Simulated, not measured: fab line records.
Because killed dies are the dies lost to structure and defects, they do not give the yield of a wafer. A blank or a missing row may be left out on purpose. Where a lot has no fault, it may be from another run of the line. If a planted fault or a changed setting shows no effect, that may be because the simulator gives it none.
Chamber matching    flow nand_harc    rie_diel-05 running NHARC_A_STAIRCASE_ETCH_169: 4 sister chambers
The step etches the open film in CH3F/O2, target depth 50 nm, time 107.1 s. 8 wafers are shown with their chamber, then 9 later ones without.

## WAFERS WITH THEIR CHAMBER
wafer   chamber  showerhead_plenum_p_Torr (Torr)  drypump_motor_current_A (A)
L076.2  2        2.60                             4.8
L084.3  2        2.59                             4.9
L085.4  3        2.37                             5.3
L089.5  1        2.31                             6.0
L089.6  0        2.50                             5.2
L088.1  0        2.50                             5.2
L088.3  1        2.31                             6.1
L088.4  3        2.36                             5.4

## WAFERS MISSING THEIR CHAMBER
wafer   showerhead_plenum_p_Torr (Torr)  drypump_motor_current_A (A)
L091.1  2.31                             6.0
L091.2  2.49                             5.2
L091.5  2.58                             4.9
L092.1  2.36                             5.3
L092.2  2.49                             5.3
L092.4  2.58                             4.8
L095.1  2.31                             6.1
L095.2  2.58                             4.8
L095.5  2.58                             4.8

## THE CHAMBER EACH PASSED THROUGH
wafer   from the rows above  in truth
L091.1  1                    1
L091.2  0                    0
L091.5  2                    2
L092.1  3                    3
L092.2  0                    0
L092.4  2                    2
L095.1  1                    1
L095.2  2                    2
L095.5  2                    2
Correctly placed: 9 of 9. Not placeable from these rows: 0. Placed wrongly: 0.
How it was worked out, from the rows above alone: a wafer's distance from a chamber is the root of the sum, over the readings, of the square of ((its reading less the chamber's mean) divided by the reading's scatter). If the next closest chamber is less than 2 further off than the closest, the wafer can't be placed; otherwise it belongs to the closest. Each chamber's mean is taken over the wafers shown for it. The scatter is the square root of a quotient: the sum, over the shown wafers, of each reading's squared deviation from its chamber's mean, divided by wafers minus chambers.
